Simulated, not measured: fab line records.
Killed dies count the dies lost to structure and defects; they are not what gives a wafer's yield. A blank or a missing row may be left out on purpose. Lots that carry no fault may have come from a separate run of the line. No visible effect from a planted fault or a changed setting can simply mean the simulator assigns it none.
Which of the tools did it? :: flow nand_harc :: 42 wafers from 14 lots sampled at 4 of the route's 1302 steps

## WHAT THE GAUGES READ, wafer by wafer
The record lacks any reading of a measuring or inspecting step that a usual standard deviation could be used to judge.

## WHAT TOOL EACH LOT RAN ON (gives the tool, then ch and the chambers of the sampled wafers, and finally the start)
lot: L249
NHARC_P_GATE_STRIP_101: rie_diel-02 ch 1,2, day 5 08:48
NHARC_P_GATE_RTA_64: rtp_anneal-01 ch 0, day 5 14:58
NHARC_P_GATE_RTA_82: rtp_anneal-02 ch 0, day 5 16:02
NHARC_P_CONTACT_ETCH_36: rie_diel-04 ch 0,3, no start

lot: L250
NHARC_P_GATE_STRIP_101: rie_diel-07 ch 2,3, day 5 20:38
NHARC_P_GATE_RTA_64: rtp_anneal-02 ch 0, day 6 02:58
NHARC_P_GATE_RTA_82: rtp_anneal-01 ch 0, day 6 04:01
NHARC_P_CONTACT_ETCH_36: rie_diel-10 ch 0,1,3, no start

lot: L252
NHARC_P_GATE_STRIP_101: rie_diel-03 ch 1,2, day 6 23:29
NHARC_P_GATE_RTA_64: rtp_anneal-01 ch 0, day 7 05:44
NHARC_P_GATE_RTA_82: rtp_anneal-01 ch 0, day 7 06:48
NHARC_P_CONTACT_ETCH_36: rie_diel-10 ch 0,2,3, no start

lot: L255
NHARC_P_GATE_STRIP_101: rie_diel-02 ch 0,2,3, day 8 05:35
NHARC_P_GATE_RTA_64: rtp_anneal-01 ch 0, day 8 11:42
NHARC_P_GATE_RTA_82: rtp_anneal-01 ch 0, day 8 12:46
NHARC_P_CONTACT_ETCH_36: rie_diel-13 ch 1,2,3, no start

lot: L258
NHARC_P_GATE_STRIP_101: rie_diel-02 ch 0,1,2, day 9 01:58
NHARC_P_GATE_RTA_64: rtp_anneal-02 ch 0, day 9 08:11
NHARC_P_GATE_RTA_82: rtp_anneal-02, day 9 09:14
NHARC_P_CONTACT_ETCH_36: -

lot: L257
NHARC_P_GATE_STRIP_101: rie_diel-02 ch 0,2,3, day 9 02:33
NHARC_P_GATE_RTA_64: rtp_anneal-01 ch 0, day 9 08:45
NHARC_P_GATE_RTA_82: rtp_anneal-01, day 9 09:49
NHARC_P_CONTACT_ETCH_36: -

lot: L260
NHARC_P_GATE_STRIP_101: rie_diel-03 ch 0,2, day 10 07:30
NHARC_P_GATE_RTA_64: rtp_anneal-01 ch 0, day 10 13:34
NHARC_P_GATE_RTA_82: rtp_anneal-02 ch 0, day 10 14:38
NHARC_P_CONTACT_ETCH_36: rie_diel-13 ch 1,3, no start

lot: L265
NHARC_P_GATE_STRIP_101: rie_diel-02 ch 1,3, day 12 04:32
NHARC_P_GATE_RTA_64: rtp_anneal-01 ch 0, day 12 10:31
NHARC_P_GATE_RTA_82: rtp_anneal-01 ch 0, day 12 11:35
NHARC_P_CONTACT_ETCH_36: rie_diel-13 ch 0,2,3, no start

lot: L266
NHARC_P_GATE_STRIP_101: rie_diel-07 ch 0,3, day 12 15:34
NHARC_P_GATE_RTA_64: rtp_anneal-02 ch 0, day 12 21:42
NHARC_P_GATE_RTA_82: rtp_anneal-02 ch 0, day 12 22:46
NHARC_P_CONTACT_ETCH_36: rie_diel-04 ch 0,3, no start

lot: L267
NHARC_P_GATE_STRIP_101: rie_diel-02 ch 0,1,3, day 12 20:13
NHARC_P_GATE_RTA_64: rtp_anneal-02 ch 0, day 13 02:24
NHARC_P_GATE_RTA_82: rtp_anneal-02 ch 0, day 13 03:28
NHARC_P_CONTACT_ETCH_36: rie_diel-10 ch 0,2, no start

lot: L268
NHARC_P_GATE_STRIP_101: rie_diel-02 ch 2,3, day 13 16:04
NHARC_P_GATE_RTA_64: rtp_anneal-01 ch 0, day 13 22:16
NHARC_P_GATE_RTA_82: rtp_anneal-02 ch 0, day 13 23:19
NHARC_P_CONTACT_ETCH_36: rie_diel-10 ch 1,2,3, no start

lot: L269
NHARC_P_GATE_STRIP_101: rie_diel-07 ch 1,2, day 13 22:28
NHARC_P_GATE_RTA_64: rtp_anneal-01 ch 0, day 14 04:42
NHARC_P_GATE_RTA_82: rtp_anneal-02 ch 0, day 14 05:48
NHARC_P_CONTACT_ETCH_36: rie_diel-10 ch 0,1,2, no start

lot: L270
NHARC_P_GATE_STRIP_101: rie_diel-02 ch 1,2, day 14 13:11
NHARC_P_GATE_RTA_64: rtp_anneal-01 ch 0, day 14 19:17
NHARC_P_GATE_RTA_82: rtp_anneal-01 ch 0, day 14 20:22
NHARC_P_CONTACT_ETCH_36: rie_diel-04 ch 0,1, no start

lot: L271
NHARC_P_GATE_STRIP_101: rie_diel-03 ch 1,2, day 14 15:25
NHARC_P_GATE_RTA_64: rtp_anneal-02 ch 0, day 14 21:35
NHARC_P_GATE_RTA_82: rtp_anneal-02 ch 0, day 14 22:39
NHARC_P_CONTACT_ETCH_36: rie_diel-10 ch 1,2,3, no start
- NHARC_P_GATE_STRIP_101: strips in O2, time 20 s.
- NHARC_P_GATE_RTA_64: time 1 s.
- NHARC_P_GATE_RTA_82: time 30 s.
- NHARC_P_CONTACT_ETCH_36: etches the open film in N2/H2, target depth 260 nm, time 406.25 s.

## AS READ BY THE TOOLS THEMSELVES (means over the sampled wafers that have a number; for cases with no such wafer, the mark the record gives instead)
NHARC_P_GATE_STRIP_101. Usual: drypump_motor_current_A 5.6 A, standard deviation 0.42; oes_product_au 1.003 a.u., standard deviation 0.011; rf_vpp_V 57.8 V, standard deviation 0.9; showerhead_plenum_p_Torr 3.51 Torr, standard deviation 0.17; throttle_valve_pct 17.036 %, standard deviation 0.0096.
lot: L249
tool: rie_diel-02
drypump_motor_current_A (A): 6.0
oes_product_au (a.u.): 0.993
rf_vpp_V (V): 58.1
showerhead_plenum_p_Torr (Torr): 3.54
throttle_valve_pct (%): 17.036
flag: 

lot: L250
tool: rie_diel-07
drypump_motor_current_A (A): 5.4
oes_product_au (a.u.): 1.002
rf_vpp_V (V): 57.9
showerhead_plenum_p_Torr (Torr): 3.61
throttle_valve_pct (%): 17.039
flag: 

lot: L252
tool: rie_diel-03
drypump_motor_current_A (A): 5.7
oes_product_au (a.u.): 1.001
rf_vpp_V (V): 58.4
showerhead_plenum_p_Torr (Torr): 3.68
throttle_valve_pct (%): 17.027
flag: 

lot: L255
tool: rie_diel-02
drypump_motor_current_A (A): 5.7
oes_product_au (a.u.): 1.006
rf_vpp_V (V): 57.3
showerhead_plenum_p_Torr (Torr): 3.42
throttle_valve_pct (%): 17.036
flag: 

lot: L258
tool: rie_diel-02
drypump_motor_current_A (A): 5.6
oes_product_au (a.u.): 0.996
rf_vpp_V (V): 57.4
showerhead_plenum_p_Torr (Torr): 3.44
throttle_valve_pct (%): 17.036
flag: 

lot: L257
tool: rie_diel-02
drypump_motor_current_A (A): 5.7
oes_product_au (a.u.): 1.001
rf_vpp_V (V): 57.7
showerhead_plenum_p_Torr (Torr): 3.42
throttle_valve_pct (%): 17.034
flag: 

lot: L260
tool: rie_diel-03
drypump_motor_current_A (A): 5.6
oes_product_au (a.u.): 0.990
rf_vpp_V (V): 58.3
showerhead_plenum_p_Torr (Torr): 3.49
throttle_valve_pct (%): 17.041
flag: 

lot: L265
tool: rie_diel-02
drypump_motor_current_A (A): 5.7
oes_product_au (a.u.): 1.006
rf_vpp_V (V): 56.8
showerhead_plenum_p_Torr (Torr): 3.35
throttle_valve_pct (%): 17.041
flag: 

lot: L266
tool: rie_diel-07
drypump_motor_current_A (A): 5.4
oes_product_au (a.u.): 0.999
rf_vpp_V (V): 58.1
showerhead_plenum_p_Torr (Torr): 3.65
throttle_valve_pct (%): 17.035
flag: 

lot: L267
tool: rie_diel-02
drypump_motor_current_A (A): 5.5
oes_product_au (a.u.): 0.999
rf_vpp_V (V): 58.2
showerhead_plenum_p_Torr (Torr): 3.35
throttle_valve_pct (%): 17.034
flag: 

lot: L268
tool: rie_diel-02
drypump_motor_current_A (A): 5.9
oes_product_au (a.u.): 1.011
rf_vpp_V (V): 58.8
showerhead_plenum_p_Torr (Torr): 3.42
throttle_valve_pct (%): 17.043
flag: 

lot: L269
tool: rie_diel-07
drypump_motor_current_A (A): 5.0
oes_product_au (a.u.): 0.999
rf_vpp_V (V): 58.4
showerhead_plenum_p_Torr (Torr): 3.53
throttle_valve_pct (%): 17.038
flag: 

lot: L270
tool: rie_diel-02
drypump_motor_current_A (A): 6.0
oes_product_au (a.u.): 0.996
rf_vpp_V (V): 58.0
showerhead_plenum_p_Torr (Torr): 3.54
throttle_valve_pct (%): 17.033
flag: 

lot: L271
tool: rie_diel-03
drypump_motor_current_A (A): 5.6
oes_product_au (a.u.): 0.998
rf_vpp_V (V): 58.1
showerhead_plenum_p_Torr (Torr): 3.60
throttle_valve_pct (%): 17.031
flag: 

NHARC_P_GATE_RTA_64. Usual: anneal_temp_c_max 1055.3, standard deviation 0.89; lamp_power_pct 35 %, standard deviation 5.7; wafer_temp_C_max 1055.6, standard deviation 1.1.
lot: L249
tool: rtp_anneal-01
anneal_temp_c_max: 1055.5
lamp_power_pct (%): 30
wafer_temp_C_max: 1055.4
flag: 

lot: L250
tool: rtp_anneal-02
anneal_temp_c_max: 1056.1
lamp_power_pct (%): 42
wafer_temp_C_max: 1056.2
flag: 

lot: L252
tool: rtp_anneal-01
anneal_temp_c_max: 1055.9
lamp_power_pct (%): 30
wafer_temp_C_max: 1054.6
flag: 

lot: L255
tool: rtp_anneal-01
anneal_temp_c_max: 1055.0
lamp_power_pct (%): 30
wafer_temp_C_max: 1054.8
flag: 

lot: L258
tool: rtp_anneal-02
anneal_temp_c_max: 1054.6
lamp_power_pct (%): 42
wafer_temp_C_max: 1056.6
flag: 

lot: L257
tool: rtp_anneal-01
anneal_temp_c_max: 1055.1
lamp_power_pct (%): 30
wafer_temp_C_max: 1056.5
flag: 

lot: L260
tool: rtp_anneal-01
anneal_temp_c_max: 1055.4
lamp_power_pct (%): 30
wafer_temp_C_max: 1054.3
flag: 

lot: L265
tool: rtp_anneal-01
anneal_temp_c_max: 1054.9
lamp_power_pct (%): 30
wafer_temp_C_max: 1056.0
flag: 

lot: L266
tool: rtp_anneal-02
anneal_temp_c_max: 1054.3
lamp_power_pct (%): 42
wafer_temp_C_max: 1056.5
flag: 

lot: L267
tool: rtp_anneal-02
anneal_temp_c_max: 1055.2
lamp_power_pct (%): 42
wafer_temp_C_max: 1055.5
flag: 

lot: L268
tool: rtp_anneal-01
anneal_temp_c_max: 1054.9
lamp_power_pct (%): 30
wafer_temp_C_max: 1055.0
flag: 

lot: L269
tool: rtp_anneal-01
anneal_temp_c_max: 1054.7
lamp_power_pct (%): 30
wafer_temp_C_max: 1056.0
flag: 

lot: L270
tool: rtp_anneal-01
anneal_temp_c_max: 1055.1
lamp_power_pct (%): 30
wafer_temp_C_max: 1054.9
flag: 

lot: L271
tool: rtp_anneal-02
anneal_temp_c_max: 1055.3
lamp_power_pct (%): 42
wafer_temp_C_max: 1055.4
flag: 

NHARC_P_GATE_RTA_82. Usual: anneal_temp_c_max 452.3, standard deviation 0.47; lamp_power_pct 4.4 %, standard deviation 0.65; wafer_temp_C_max 452.3, standard deviation 0.53.
lot: L249
tool: rtp_anneal-02
anneal_temp_c_max: 451.9
lamp_power_pct (%): 4.9
wafer_temp_C_max: 452.7
flag: 

lot: L250
tool: rtp_anneal-01
anneal_temp_c_max: 452.1
lamp_power_pct (%): 3.6
wafer_temp_C_max: 451.9
flag: 

lot: L252
tool: rtp_anneal-01
anneal_temp_c_max: 451.8
lamp_power_pct (%): 3.6
wafer_temp_C_max: 452.3
flag: 

lot: L255
tool: rtp_anneal-01
anneal_temp_c_max: 452.6
lamp_power_pct (%): 3.6
wafer_temp_C_max: 452.4
flag: 

lot: L258
tool: rtp_anneal-02
anneal_temp_c_max: -
lamp_power_pct (%): -
wafer_temp_C_max: -
flag: OFF

lot: L257
tool: rtp_anneal-01
anneal_temp_c_max: -
lamp_power_pct (%): -
wafer_temp_C_max: -
flag: OFF

lot: L260
tool: rtp_anneal-02
anneal_temp_c_max: 452.8
lamp_power_pct (%): 4.9
wafer_temp_C_max: 452.8
flag: 

lot: L265
tool: rtp_anneal-01
anneal_temp_c_max: 452.4
lamp_power_pct (%): 3.6
wafer_temp_C_max: 452.7
flag: 

lot: L266
tool: rtp_anneal-02
anneal_temp_c_max: 452.7
lamp_power_pct (%): 4.9
wafer_temp_C_max: 452.1
flag: 

lot: L267
tool: rtp_anneal-02
anneal_temp_c_max: 452.6
lamp_power_pct (%): 4.9
wafer_temp_C_max: 452.8
flag: 

lot: L268
tool: rtp_anneal-02
anneal_temp_c_max: 452.3
lamp_power_pct (%): 4.9
wafer_temp_C_max: 452.2
flag: 

lot: L269
tool: rtp_anneal-02
anneal_temp_c_max: 452.7
lamp_power_pct (%): 4.9
wafer_temp_C_max: 451.8
flag: 

lot: L270
tool: rtp_anneal-01
anneal_temp_c_max: 451.8
lamp_power_pct (%): 3.6
wafer_temp_C_max: 452.3
flag: 

lot: L271
tool: rtp_anneal-02
anneal_temp_c_max: 452.1
lamp_power_pct (%): 4.9
wafer_temp_C_max: 452.4
flag: 

NHARC_P_CONTACT_ETCH_36. Usual: bias_w 150.0 W, standard deviation 0.43; drypump_motor_current_A 5.4 A, standard deviation 0.45; oes_product_au 1.000 a.u., standard deviation 0.01; rf_vpp_V 430.5 V, standard deviation 2.3; showerhead_plenum_p_Torr 2.04 Torr, standard deviation 0.08; throttle_valve_pct 14.173 %, standard deviation 0.0093.
lot: L249
tool: rie_diel-04
bias_w (W): 149.9
drypump_motor_current_A (A): 5.4
oes_product_au (a.u.): 1.006
rf_vpp_V (V): 429.8
showerhead_plenum_p_Torr (Torr): 2.02
throttle_valve_pct (%): 14.175
flag: 

lot: L250
tool: rie_diel-10
bias_w (W): 149.8
drypump_motor_current_A (A): 5.2
oes_product_au (a.u.): 0.997
rf_vpp_V (V): 430.1
showerhead_plenum_p_Torr (Torr): 2.02
throttle_valve_pct (%): 14.174
flag: 

lot: L252
tool: rie_diel-10
bias_w (W): 149.8
drypump_motor_current_A (A): 5.3
oes_product_au (a.u.): 0.999
rf_vpp_V (V): 430.8
showerhead_plenum_p_Torr (Torr): 2.05
throttle_valve_pct (%): 14.176
flag: 

lot: L255
tool: rie_diel-13
bias_w (W): 149.5
drypump_motor_current_A (A): 5.8
oes_product_au (a.u.): 0.994
rf_vpp_V (V): 431.1
showerhead_plenum_p_Torr (Torr): 2.07
throttle_valve_pct (%): 14.189
flag: 

lot: L260
tool: rie_diel-13
bias_w (W): 149.6
drypump_motor_current_A (A): 5.6
oes_product_au (a.u.): 1.008
rf_vpp_V (V): 428.8
showerhead_plenum_p_Torr (Torr): 1.99
throttle_valve_pct (%): 14.179
flag: 

lot: L265
tool: rie_diel-13
bias_w (W): 149.8
drypump_motor_current_A (A): 6.1
oes_product_au (a.u.): 1.005
rf_vpp_V (V): 431.8
showerhead_plenum_p_Torr (Torr): 2.09
throttle_valve_pct (%): 14.162
flag: 

lot: L266
tool: rie_diel-04
bias_w (W): 150.2
drypump_motor_current_A (A): 5.4
oes_product_au (a.u.): 1.011
rf_vpp_V (V): 429.1
showerhead_plenum_p_Torr (Torr): 2.02
throttle_valve_pct (%): 14.182
flag: 

lot: L267
tool: rie_diel-10
bias_w (W): 150.0
drypump_motor_current_A (A): 5.6
oes_product_au (a.u.): 0.991
rf_vpp_V (V): 431.9
showerhead_plenum_p_Torr (Torr): 2.06
throttle_valve_pct (%): 14.162
flag: 

lot: L268
tool: rie_diel-10
bias_w (W): 150.0
drypump_motor_current_A (A): 5.0
oes_product_au (a.u.): 1.003
rf_vpp_V (V): 429.3
showerhead_plenum_p_Torr (Torr): 1.99
throttle_valve_pct (%): 14.170
flag: 

lot: L269
tool: rie_diel-10
bias_w (W): 150.0
drypump_motor_current_A (A): 5.4
oes_product_au (a.u.): 0.995
rf_vpp_V (V): 430.1
showerhead_plenum_p_Torr (Torr): 2.02
throttle_valve_pct (%): 14.171
flag: 

lot: L270
tool: rie_diel-04
bias_w (W): 149.7
drypump_motor_current_A (A): 5.4
oes_product_au (a.u.): 0.994
rf_vpp_V (V): 429.7
showerhead_plenum_p_Torr (Torr): 2.02
throttle_valve_pct (%): 14.172
flag: 

lot: L271
tool: rie_diel-10
bias_w (W): 149.8
drypump_motor_current_A (A): 5.0
oes_product_au (a.u.): 1.006
rf_vpp_V (V): 429.1
showerhead_plenum_p_Torr (Torr): 1.99
throttle_valve_pct (%): 14.173
flag: 

## THE ANSWER, worked out from the rows above alone
Rule: a lot is off if the mean of its wafers that have a number lies more than 3 standard deviations from the usual mean. Also off: a lot with no number at a reading for which 4 or more lots have one. The other lots that the step has rows for count as sound. Order of review: gauges by route order, followed by the tools' own readings, for which a lot's mean as printed above is used. At the first step where some lot is off, the reading lying furthest off is the one used; lots without a number count as furthest.
Off, at NHARC_P_GATE_RTA_82 on anneal_temp_c_max: L258, L257. Without a number there: L258, L257.
If a tool, at that step or one of the process steps before it, ran each lot that is off and ran no sound lot following the first of them, it fits. No candidate that was tried fits.

## WHAT THE SIMULATOR HAD INSERTED
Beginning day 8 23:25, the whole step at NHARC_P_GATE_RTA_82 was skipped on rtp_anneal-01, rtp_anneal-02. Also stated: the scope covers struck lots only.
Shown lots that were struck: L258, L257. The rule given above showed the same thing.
